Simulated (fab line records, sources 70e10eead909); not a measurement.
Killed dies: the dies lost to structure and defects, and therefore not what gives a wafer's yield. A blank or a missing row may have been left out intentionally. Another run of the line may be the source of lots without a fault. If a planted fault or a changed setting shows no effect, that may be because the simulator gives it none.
Which tool did it?	flow nand_harc	24 lots, 72 wafers sampled, at 6 steps of a route of 1159

WHAT EACH GAUGE READ, for each wafer
NHARC_P_M1_INSPECT_11.
lot	measured	on	raw_defect_count
L074	day 5 14:56	defect_inspect-01	4 6 4
L075	day 6 13:37	defect_inspect-02	2 4 3
L076	day 6 13:59	defect_inspect-01	7 7 7
L077	day 7 00:13	defect_inspect-02	5 6 11
L079	day 7 04:41	defect_inspect-01	2 6 2
L078	day 7 04:14	defect_inspect-02	2 3 4
L080	day 7 09:38	defect_inspect-01	2 2 4
L081	day 7 18:38	defect_inspect-01	10 3 2
L082	day 7 19:34	defect_inspect-01	3 4 8
L083	day 8 05:05	defect_inspect-02	4 4 3
L084	day 8 09:46	defect_inspect-02	11 5 6
L087	day 9 02:03	defect_inspect-01	5 8 2
L086	day 9 02:57	defect_inspect-01	6 1 4
L085	day 9 03:11	defect_inspect-02	1 0 2
L089	day 9 19:26	defect_inspect-02	5 5 3
L088	day 9 20:59	defect_inspect-02	2 3 3
L091	day 9 21:29	defect_inspect-02	1 2 4
L090	day 10 02:22	defect_inspect-01	5 2 2
L092	day 10 08:40	defect_inspect-01	4 1 3
L094	day 11 03:07	defect_inspect-01	6 5 4
L093	day 11 03:18	defect_inspect-01	5 4 6
L095	day 11 05:20	defect_inspect-01	3 1 1
L096	day 11 09:37	defect_inspect-02	2 4 2
L097	day 11 10:09	defect_inspect-01	10 5 7

NHARC_P_M2_CD_MEAS_09 targets a cd of 170 nm.
lot	measured	on	cd_nm (nm)
L074	day 5 18:55	cd_sem-02	170.1 169.7 169.2
L075	day 6 17:38	cd_sem-02	168.8 168.8 168.3
L076	day 6 17:52	cd_sem-02	168.9 170.7 168.7
L077	day 7 04:23	cd_sem-03	169.7 170.2 169.2
L079	day 7 08:46	cd_sem-02	170.0 170.6 170.9
L078	day 7 08:16	cd_sem-02	170.8 169.5 169.9
L080	day 7 13:33	cd_sem-01	170.3 168.7 169.5
L081	day 7 22:45	cd_sem-03	169.5 169.2 169.5
L082	day 7 23:49	cd_sem-01	169.2 168.6 169.0
L083	day 8 09:00	cd_sem-01	169.8 169.3 169.8
L084	day 8 13:48	cd_sem-02	169.2 170.0 170.1
L087	day 9 06:17	cd_sem-02	169.2 170.4 170.2
L086	day 9 07:02	cd_sem-02	169.3 168.5 168.9
L085	day 9 07:23	cd_sem-03	170.0 170.2 170.5
L089	day 9 23:31	cd_sem-02	169.7 169.8 170.4
L088	day 10 01:01	cd_sem-01	169.3 168.8 168.9
L091	day 10 01:25	cd_sem-03	168.5 169.1 169.3
L090	day 10 06:43	cd_sem-01	169.7 169.1 169.7
L092	day 10 12:38	cd_sem-01	169.7 169.1 170.3
L094	day 11 07:36	cd_sem-02	169.2 170.0 168.5
L093	day 11 07:46	cd_sem-01	169.7 168.9 170.9
L095	day 11 09:41	cd_sem-02	170.0 170.0 170.7
L096	day 11 13:33	cd_sem-02	170.5 169.2 169.2
L097	day 11 14:11	cd_sem-02	170.0 170.7 169.4

WHICH TOOL RAN EACH LOT (tool, then ch and the chambers of the sampled wafers, then the start)
lot	NHARC_P_CONTACT_STRIP_28	NHARC_P_M1_ETCH_15	NHARC_P_M1_ETCH_28	NHARC_P_M1_CMP_23
L074	rie_diel-02 ch 0,2, day 5 07:47	rie_diel-12 ch 1,2,3, day 5 17:10 or earlier	rie_diel-10 ch 2,3, day 5 17:10 or earlier	cmp-02 ch 2,3, day 5 17:10
L075	rie_diel-06 ch 2,3, day 5 23:19	rie_diel-10 ch 0,1,3, day 6 15:50 or earlier	rie_diel-12 ch 1,3, day 6 15:50 or earlier	cmp-02 ch 0,1,3, day 6 15:50
L076	rie_diel-02 ch 0,1,3, day 5 23:34	rie_diel-10 ch 1,3, day 6 16:12 or earlier	rie_diel-10 ch 1,2,3, day 6 16:12 or earlier	cmp-04 ch 0,1,2, day 6 16:12
L077	rie_diel-02 ch 0,2,3, day 6 11:41	rie_diel-12 ch 0,1,2, day 7 02:35 or earlier	rie_diel-10 ch 0,2,3, day 7 02:35 or earlier	cmp-03 ch 0,1,3, day 7 02:35
L079	rie_diel-04 ch 0,1,2, day 6 13:54	rie_diel-12 ch 0,2,3, day 7 06:54 or earlier	rie_diel-10 ch 0,2,3, day 7 06:54 or earlier	cmp-03 ch 0,1, day 7 06:54
L078	rie_diel-04 ch 0,1,3, day 6 14:28	rie_diel-12 ch 0,3, day 7 06:30 or earlier	rie_diel-10 ch 0,1, day 7 06:30 or earlier	cmp-02 ch 0,1,3, day 7 06:30
L080	rie_diel-04 ch 1,2,3, day 7 02:26	rie_diel-10 ch 1,2,3, day 7 11:50 or earlier	rie_diel-05 ch 0,1,3, day 7 11:50 or earlier	cmp-03 ch 0,1,2, day 7 11:50
L081	rie_diel-04 ch 1,3, day 7 10:25	rie_diel-05 ch 1,2,3, day 7 20:55 or earlier	rie_diel-10 ch 0,3, day 7 20:55 or earlier	cmp-02 ch 1,2,3, day 7 20:55
L082	rie_diel-04 ch 2,3, day 7 11:55	rie_diel-12 ch 0,3, day 7 21:47 or earlier	rie_diel-12 ch 0,1,2, day 7 21:47 or earlier	cmp-04 ch 1,2, day 7 21:47
L083	rie_diel-02 ch 0,2,3, day 7 21:59	rie_diel-12 ch 2,3, day 8 07:17 or earlier	rie_diel-10 ch 1,2, day 8 07:17 or earlier	cmp-03 ch 0,1, day 8 07:17
L084	rie_diel-04 ch 2,3, day 8 02:17	rie_diel-12 ch 0,2, day 8 11:55 or earlier	rie_diel-05 ch 1,2, day 8 11:55 or earlier	cmp-03 ch 0,2,3, day 8 11:55
L087	rie_diel-06 ch 0,1, day 8 18:46	rie_diel-12 ch 0,3, day 9 04:17 or earlier	rie_diel-10 ch 0,3, day 9 04:17 or earlier	cmp-04 ch 0,2,3, day 9 04:17
L086	rie_diel-02 ch 0,1, day 8 19:18	rie_diel-05 ch 1,2,3, day 9 05:08 or earlier	rie_diel-05 ch 1,2, day 9 05:08 or earlier	cmp-03 ch 0,3, day 9 05:08
L085	rie_diel-02 ch 0,3, day 8 19:36	rie_diel-10 ch 2,3, day 9 05:33 or earlier	rie_diel-10 ch 0,1,2, day 9 05:33 or earlier	cmp-02 ch 0,2, day 9 05:33
L089	rie_diel-04 ch 0,1,2, day 9 06:12	rie_diel-12 ch 1,2,3, day 9 21:40 or earlier	rie_diel-05 ch 1,2, day 9 21:40 or earlier	cmp-04 ch 0,2,3, day 9 21:40
L088	rie_diel-04 ch 0,3, day 9 08:27	rie_diel-05 ch 0,1,3, day 9 23:11 or earlier	rie_diel-10 ch 1,2, day 9 23:11 or earlier	cmp-02 ch 1,3, day 9 23:11
L091	rie_diel-02 ch 1,2, day 9 12:29	rie_diel-05 ch 0,2,3, day 9 23:40 or earlier	rie_diel-12 ch 0,2,3, day 9 23:40 or earlier	cmp-04 ch 0,3, day 9 23:40
L090	rie_diel-02 ch 0,2, day 9 14:03	rie_diel-10 ch 0,1,2, day 10 04:49 or earlier	rie_diel-05 ch 0,1,3, day 10 04:49 or earlier	cmp-03 ch 0,1,3, day 10 04:49
L092	rie_diel-04 ch 0,1,2, day 10 01:25	rie_diel-12 ch 0,2,3, day 10 10:53 or earlier	rie_diel-12 ch 2,3, day 10 10:53 or earlier	cmp-04 ch 1,2,3, day 10 10:53
L094	rie_diel-04 ch 0,1,3, day 10 17:06	rie_diel-12 ch 0,1,2, day 11 05:29 or earlier	rie_diel-10 ch 0,2,3, day 11 05:29 or earlier	cmp-02 ch 0,1,3, day 11 05:29
L093	rie_diel-04 ch 0,1,2, day 10 18:24	rie_diel-05 ch 0,2,3, day 11 05:33 or earlier	rie_diel-12 ch 1,2,3, day 11 05:33 or earlier	cmp-04 ch 0,1,3, day 11 05:33
L095	rie_diel-04 ch 0,2, day 10 21:37	rie_diel-05 ch 1,2, day 11 07:58 or earlier	rie_diel-12 ch 0,2,3, day 11 07:58 or earlier	cmp-03 ch 0,1,2, day 11 07:58
L096	rie_diel-04 ch 0,1, day 11 02:13	rie_diel-10 ch 0,1,3, day 11 11:47 or earlier	rie_diel-12 ch 0,1,2, day 11 11:47 or earlier	cmp-04 ch 0,2,3, day 11 11:47
L097	rie_diel-04 ch 1,2,3, day 11 02:44	rie_diel-10 ch 0,1,3, day 11 12:20 or earlier	rie_diel-05 ch 0,1,3, day 11 12:20 or earlier	cmp-02 ch 1,2, day 11 12:20
- NHARC_P_CONTACT_STRIP_28: strips in O2.
- NHARC_P_M1_ETCH_15: etches the open film in C4F8/Ar, target depth 182.5 nm, time 91.2 s.
- NHARC_P_M1_ETCH_28: etches the open film in CF4/N2, target depth 30 nm, time 72.99 s.
- NHARC_P_M1_CMP_23: polishes, t overpolish 20 s, target thk 157.82 nm.

AS READ BY THE TOOLS THEMSELVES (means over the sampled wafers that have a number; for cases with no such wafer, the mark the record gives instead)
NHARC_P_CONTACT_STRIP_28.
lot	tool	drypump_motor_current_A (A)	oes_product_au (a.u.)	rf_vpp_V (V)	showerhead_plenum_p_Torr (Torr)	throttle_valve_pct (%)
L074	rie_diel-02	6.1	1.005	57.8	3.54	17.043
L075	rie_diel-06	5.1	0.993	58.6	3.72	17.041
L076	rie_diel-02	5.5	1.008	57.6	3.59	17.036
L077	rie_diel-02	5.9	1.010	58.0	3.59	17.039
L079	rie_diel-04	5.4	0.996	58.0	3.57	17.042
L078	rie_diel-04	5.5	0.994	58.3	3.57	17.036
L080	rie_diel-04	5.2	0.998	58.7	3.58	17.040
L081	rie_diel-04	5.3	0.986	57.1	3.58	17.037
L082	rie_diel-04	5.2	0.993	57.8	3.63	17.039
L083	rie_diel-02	5.9	0.994	58.2	3.59	17.040
L084	rie_diel-04	5.0	0.987	57.3	3.63	17.035
L087	rie_diel-06	5.6	0.996	57.7	3.51	17.036
L086	rie_diel-02	5.3	0.997	57.9	3.54	17.038
L085	rie_diel-02	5.8	1.000	57.3	3.51	17.036
L089	rie_diel-04	5.3	0.983	58.5	3.57	17.029
L088	rie_diel-04	5.8	0.988	57.2	3.62	17.020
L091	rie_diel-02	5.9	0.982	58.1	3.61	17.030
L090	rie_diel-02	6.0	1.003	57.8	3.46	17.036
L092	rie_diel-04	5.4	0.985	57.9	3.56	17.040
L094	rie_diel-04	5.5	0.985	58.4	3.56	17.032
L093	rie_diel-04	5.4	0.980	57.6	3.56	17.044
L095	rie_diel-04	5.7	0.982	59.2	3.61	17.039
L096	rie_diel-04	5.7	0.981	56.8	3.55	17.029
L097	rie_diel-04	5.1	0.989	57.8	3.57	17.040

NHARC_P_M1_ETCH_15.
lot	tool	oes_product_au (a.u.)	rf_vpp_V (V)
L074	rie_diel-12	0.951	442.9
L075	rie_diel-10	0.923	441.2
L076	rie_diel-10	0.920	441.4
L077	rie_diel-12	0.971	443.5
L079	rie_diel-12	0.960	443.0
L078	rie_diel-12	0.939	442.7
L080	rie_diel-10	0.919	440.9
L081	rie_diel-05	0.973	441.9
L082	rie_diel-12	0.917	442.9
L083	rie_diel-12	0.947	443.3
L084	rie_diel-12	0.952	444.9
L087	rie_diel-12	0.946	443.6
L086	rie_diel-05	0.973	440.3
L085	rie_diel-10	0.966	440.1
L089	rie_diel-12	0.952	443.4
L088	rie_diel-05	0.959	443.3
L091	rie_diel-05	0.969	441.7
L090	rie_diel-10	0.961	438.3
L092	rie_diel-12	0.951	444.0
L094	rie_diel-12	0.951	444.4
L093	rie_diel-05	0.961	441.2
L095	rie_diel-05	0.976	442.0
L096	rie_diel-10	0.962	440.2
L097	rie_diel-10	0.966	440.6

NHARC_P_M1_ETCH_28.
lot	tool	cf4_flow_sccm (sccm)	drypump_motor_current_A (A)	oes_product_au (a.u.)	rf_vpp_V (V)	showerhead_plenum_p_Torr (Torr)	throttle_valve_pct (%)
L074	rie_diel-10	49.99	5.1	0.993	314.9	2.71	19.799
L075	rie_diel-12	49.89	5.9	0.988	317.3	2.76	19.799
L076	rie_diel-10	50.02	5.3	0.987	315.0	2.63	19.791
L077	rie_diel-10	49.95	5.4	0.996	314.1	2.62	19.788
L079	rie_diel-10	50.03	5.4	1.005	314.3	2.62	19.791
L078	rie_diel-10	50.08	5.8	0.996	312.7	2.54	19.792
L080	rie_diel-05	49.99	6.0	0.995	316.3	2.73	19.793
L081	rie_diel-10	50.10	5.5	1.010	314.4	2.63	19.796
L082	rie_diel-12	50.14	5.6	0.990	317.3	2.76	19.789
L083	rie_diel-10	50.16	5.6	0.981	313.5	2.54	19.800
L084	rie_diel-05	50.04	6.2	1.009	316.1	2.72	19.792
L087	rie_diel-10	50.10	5.5	1.003	314.3	2.63	19.800
L086	rie_diel-05	49.96	6.2	1.009	315.9	2.72	19.789
L085	rie_diel-10	49.87	5.6	0.997	313.0	2.54	19.791
L089	rie_diel-05	49.98	6.2	1.009	316.0	2.72	19.799
L088	rie_diel-10	50.04	5.6	0.988	313.0	2.54	19.793
L091	rie_diel-12	50.03	5.3	0.990	315.8	2.74	19.792
L090	rie_diel-05	50.02	6.0	1.003	316.2	2.72	19.788
L092	rie_diel-12	49.89	5.2	0.990	315.5	2.70	19.790
L094	rie_diel-10	50.02	5.4	0.995	313.4	2.62	19.791
L093	rie_diel-12	49.96	5.6	0.988	315.8	2.73	19.796
L095	rie_diel-12	49.95	5.3	0.990	316.3	2.74	19.792
L096	rie_diel-12	50.02	5.6	0.999	315.9	2.76	19.792
L097	rie_diel-05	50.09	6.0	1.002	315.8	2.72	19.792

NHARC_P_M1_CMP_23.
lot	tool	motor_current_A (A)	pad_life_wafers	time_to_endpoint_s (s)
L074	cmp-02	12.7	500	31
L075	cmp-02	12.1	14	28
L076	cmp-04	12.3	128	29
L077	cmp-03	12.0	554	27
L079	cmp-03	12.4	570	31
L078	cmp-02	12.4	99	30
L080	cmp-03	12.2	602	32
L081	cmp-02	12.5	194	29
L082	cmp-04	11.9	336	32
L083	cmp-03	11.7	61	31
L084	cmp-03	12.3	74	30
L087	cmp-04	11.7	488	26
L086	cmp-03	12.8	180	30
L085	cmp-02	12.0	373	26
L089	cmp-04	12.3	20	29
L088	cmp-02	12.7	464	28
L091	cmp-04	12.3	24	32
L090	cmp-03	12.5	283	30
L092	cmp-04	11.7	110	34
L094	cmp-02	12.1	117	28
L093	cmp-04	12.4	188	25
L095	cmp-03	12.2	440	33
L096	cmp-04	12.2	218	25
L097	cmp-02	12.9	156	34

THE ANSWER, worked out from the rows above alone
Rule: what is usual is taken from the lots themselves. The widest of any qualifying gaps counts: lots, ordered by their means at a reading, are off when they make up no more than a third of the lots, leave a main group of 4 or more, and stand apart from it by 3 or more times the standard deviation of that group's means. A main group is skipped when, at the precision printed for the reading in the tables above, its means are all equal. A lot without any number at a reading at which 4 lots or more have one is off too. Where the step has rows for the other lots, those lots are counted as sound. The gauges are gone through in route order, then the tools' own readings, and for those a lot's mean is taken as printed above. At the first step where some lot is off, the reading lying furthest off is the one used; lots without a number count as furthest.
Nothing can be told from this: no lot is off at any reading shown.

WHAT THE SIMULATOR PUT IN
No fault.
